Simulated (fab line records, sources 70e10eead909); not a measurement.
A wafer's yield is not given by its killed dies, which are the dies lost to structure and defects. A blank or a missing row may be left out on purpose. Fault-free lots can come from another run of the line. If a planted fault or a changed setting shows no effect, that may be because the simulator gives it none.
Chamber matching | flow nand-harc | 4 sister chambers for NHARC_A_SLIT_DESCUM_14 on rie-diel-01
The step chemistry O2, time 3 s. 22 wafers are shown with their chamber, then 11 later ones without.

## WAFERS PAIRED WITH THEIR CHAMBERS
wafer  | chamber | drypump-motor-current-A (A) | oes-product-au (a.u.) | throttle-valve-pct (%)
L074.1 | 0       | 5.2                         | 1.009                 | 11.314
L074.2 | 3       | 5.6                         | 1.001                 | 11.303
L074.4 | 1       | 5.5                         | 0.992                 | 11.306
L077.4 | 1       | 5.5                         | 0.997                 | 11.305
L077.5 | 3       | 5.6                         | 1.007                 | 11.299
L077.6 | 0       | 5.1                         | 1.008                 | 11.305
L080.3 | 3       | 5.5                         | 1.000                 | 11.316
L080.4 | 1       | 5.5                         | 0.989                 | 11.309
L080.6 | 2       | 6.6                         | 1.007                 | 11.305
L081.1 | 2       | 6.6                         | 1.001                 | 11.316
L081.4 | 0       | 5.2                         | 1.008                 | 11.304
L081.5 | 3       | 5.5                         | 1.013                 | 11.308
L082.1 | 2       | 6.6                         | 0.999                 | 11.318
L082.5 | 0       | 5.2                         | 1.006                 | 11.309
L082.6 | 3       | 5.5                         | 1.011                 | 11.300
L084.1 | 0       | 5.1                         | 1.017                 | 11.314
L084.4 | 1       | 5.5                         | 0.993                 | 11.306
L084.5 | 0       | 5.1                         | 1.014                 | 11.307
L086.2 | 2       | 6.6                         | 1.003                 | 11.317
L086.5 | 2       | 6.6                         | 0.984                 | 11.331
L086.6 | 1       | 5.5                         | 0.993                 | 11.320
L090.1 | 3       | 5.5                         | 1.005                 | 11.312

SIGNATURES, as means of the wafers listed above
reading                 | chamber 0 | chamber 1 | chamber 2 | chamber 3 | scatter within a chamber
drypump-motor-current-A | 5.150     | 5.500     | 6.600     | 5.533     | 0.0397
oes-product-au          | 1.01033   | 0.99280   | 0.99880   | 1.00617   | 0.00562
throttle-valve-pct      | 11.30883  | 11.30920  | 11.31740  | 11.30633  | 0.00677
Rule: for each reading, subtract the chamber's mean from the wafer's reading, divide by that reading's scatter and square the result; add these up over the readings and take the root, which gives the wafer's distance from the chamber. The wafer belongs to the nearest chamber; if the next one is less than 2 further off, it can't be placed. The scatter is the square root of a quotient: the sum, over the shown wafers, of each reading's squared deviation from its chamber's mean, divided by wafers minus chambers.

## WAFERS WITHOUT THEIR CHAMBER
wafer  | drypump-motor-current-A (A) | oes-product-au (a.u.) | throttle-valve-pct (%)
L090.2 | 5.2                         | 1.008                 | 11.313
L090.5 | 5.5                         | 1.000                 | 11.300
L092.3 | 5.6                         | 1.001                 | 11.315
L092.4 | 5.1                         | 1.015                 | 11.310
L092.6 | 5.2                         | 1.011                 | 11.293
L095.3 | 6.6                         | 0.997                 | 11.303
L095.4 | 5.2                         | 1.010                 | 11.311
L095.6 | 5.5                         | 1.005                 | 11.312
L097.3 | 5.5                         | 1.008                 | 11.304
L097.5 | 5.5                         | 1.010                 | 11.309
L097.6 | 6.6                         | 0.997                 | 11.316

## CHAMBER TAKEN BY EACH
wafer  | from the rows above     | in truth
L090.2 | 0                       | 0
L090.5 | can't be placed: 3 or 1 | 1
L092.3 | can't be placed: 3 or 1 | 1
L092.4 | 0                       | 0
L092.6 | 0                       | 0
L095.3 | 2                       | 2
L095.4 | 0                       | 0
L095.6 | can't be placed: 3 or 1 | 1
L097.3 | can't be placed: 3 or 1 | 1
L097.5 | can't be placed: 3 or 1 | 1
L097.6 | 2                       | 2
Correct placement for 6 of the 11. Not placeable from these rows: 5 (in 5, the candidates include the true chamber). Wrongly placed: 0.
